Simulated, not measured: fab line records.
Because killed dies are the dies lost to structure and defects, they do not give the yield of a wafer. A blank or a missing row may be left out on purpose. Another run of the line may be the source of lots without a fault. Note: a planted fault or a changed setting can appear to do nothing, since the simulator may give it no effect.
Chamber matching || flow n5Finfet || 3 sister chambers for N5_BEOL_M2_ILD_DEP_00 on pecvd-02
The step deposits SiOC from DEMS/O2, target thk 79 nm, time 15.3 s. 6 wafers are shown with their chamber, then 8 later ones without.

WAFERS, EACH WITH ITS CHAMBER
{"wafer": "L078.5", "chamber": 0, "throttleValvePct (%)": 11.6, "showerheadPlenumPTorr (Torr)": 5.726}
{"wafer": "L083.4", "chamber": 2, "throttleValvePct (%)": 11.0, "showerheadPlenumPTorr (Torr)": 5.682}
{"wafer": "L085.2", "chamber": 0, "throttleValvePct (%)": 11.7, "showerheadPlenumPTorr (Torr)": 5.727}
{"wafer": "L085.3", "chamber": 1, "throttleValvePct (%)": 11.8, "showerheadPlenumPTorr (Torr)": 5.685}
{"wafer": "L085.6", "chamber": 2, "throttleValvePct (%)": 11.1, "showerheadPlenumPTorr (Torr)": 5.681}
{"wafer": "L088.2", "chamber": 1, "throttleValvePct (%)": 11.8, "showerheadPlenumPTorr (Torr)": 5.690}

WAFERS MISSING THEIR CHAMBER
{"wafer": "L088.4", "throttleValvePct (%)": 11.6, "showerheadPlenumPTorr (Torr)": 5.738}
{"wafer": "L088.5", "throttleValvePct (%)": 11.8, "showerheadPlenumPTorr (Torr)": 5.680}
{"wafer": "L089.2", "throttleValvePct (%)": 11.0, "showerheadPlenumPTorr (Torr)": 5.694}
{"wafer": "L089.4", "throttleValvePct (%)": 11.9, "showerheadPlenumPTorr (Torr)": 5.721}
{"wafer": "L089.5", "throttleValvePct (%)": 11.2, "showerheadPlenumPTorr (Torr)": 5.681}
{"wafer": "L092.1", "throttleValvePct (%)": 11.0, "showerheadPlenumPTorr (Torr)": 5.686}
{"wafer": "L092.2", "throttleValvePct (%)": 11.7, "showerheadPlenumPTorr (Torr)": 5.727}
{"wafer": "L092.5", "throttleValvePct (%)": 11.1, "showerheadPlenumPTorr (Torr)": 5.675}

WHICH CHAMBER EACH WENT THROUGH
{"wafer": "L088.4", "from the rows above": 0, "in truth": 0}
{"wafer": "L088.5", "from the rows above": 1, "in truth": 1}
{"wafer": "L089.2", "from the rows above": 2, "in truth": 2}
{"wafer": "L089.4", "from the rows above": 0, "in truth": 0}
{"wafer": "L089.5", "from the rows above": 2, "in truth": 2}
{"wafer": "L092.1", "from the rows above": 2, "in truth": 2}
{"wafer": "L092.2", "from the rows above": 0, "in truth": 0}
{"wafer": "L092.5", "from the rows above": 2, "in truth": 2}
Correct placement for 8 of the 8. Not placeable from these rows: 0. Number placed wrongly: 0.
How it was worked out, from the rows above alone: a wafer's distance from a chamber is the root of the sum, over the readings, of the square of ((its reading less the chamber's mean) divided by the reading's scatter). If the next closest chamber is less than 2 further off than the closest, the wafer can't be placed; otherwise it belongs to the closest. A chamber's mean is the mean of its shown wafers. The scatter: the root of (the sum of the squares of (reading less its chamber's mean) over the shown wafers, divided by (wafers less chambers)).
